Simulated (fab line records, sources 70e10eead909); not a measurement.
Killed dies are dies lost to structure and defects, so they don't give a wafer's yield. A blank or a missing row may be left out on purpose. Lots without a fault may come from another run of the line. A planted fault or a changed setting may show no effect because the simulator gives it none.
A struck lot beside a sound one | flow nand_harc | 13 steps out of a route of 1302
Sound: wafers L893.2, L893.3, L893.5. Struck: wafers L904.1, L904.3, L904.5. The cause comes at the end.
At each step with rows: each side's tool, then ch and its chambers, then its first start. Under that, the readings that differ: sound wafers | struck wafers | difference of the means | sigmas: that difference in standard deviations of wafers without a fault.
alike: readings whose means differ by less than 2 such deviations, and words and numbers that are the same on both sides. not compared: withheld readings, readings that some wafer has no value for, bounds like >300 that may hide the same value, and numbers for which the record gives no deviation and whose values overlap.
The two part at a step that has a row with sigmas, a row that says differs or no value, or rows on one side only. Numbers that don't overlap but have no deviation are shown without sigmas and don't part them. A reading that every wafer of one side lacks parts them only if that side has two wafers or more.

NHARC_P_M1_INSPECT_27:
  sound on defect_inspect-01, day 7 15:50; struck on defect_inspect-02, day 12 11:31
  alike: raw_defect_count
NHARC_P_M1_PRE_CLEAN_32: time 12 s.
  sound on pecvd-02 ch 0,1,2, day 7 15:54; struck on pecvd-02 ch 0,1, day 12 11:35
  alike: heater_power_w
NHARC_P_M1_DEP_33: deposits SiCN, target thk 30 nm.
  sound on pecvd-02 ch 0,1,2, day 7 15:59; struck on pecvd-02 ch 0,1, day 12 11:40
  alike: heater_power_w
then, 8 steps without rows for these wafers: NHARC_P_M2_DEP_00 (deposits SiOC, target thk 182.5 nm); NHARC_P_M2_DEHYDRATE_01 (time 120 s); NHARC_P_M2_HMDS_02 (time 30 s); NHARC_P_M2_COAT_34 (time 65 s); NHARC_P_M2_COAT_03 (resist thk 90 nm); NHARC_P_M2_SOFTBAKE_04 (time 55 s); NHARC_P_M2_EBR_05; NHARC_P_M2_EXPOSE_06 (exposes mask P M2, target cd 170 nm).
NHARC_P_M2_PEB_07: peb time 65 s.
  sound on litho_track-04 ch 0, day 7 17:00; struck on litho_track-06, day 12 12:50
  no value came back on the struck wafers for chill_plate_temp_C (C), exhaust_pa (Pa); on the sound wafers chill_plate_temp_C (C) reads 22.95 23.17 23.00
then, 1 step without rows for these wafers: NHARC_P_M2_DEVELOP_08 (develop time 35 s).

WHERE THEY PART
Only at NHARC_P_M2_PEB_07, within this record.

WHY: what the simulator had put in
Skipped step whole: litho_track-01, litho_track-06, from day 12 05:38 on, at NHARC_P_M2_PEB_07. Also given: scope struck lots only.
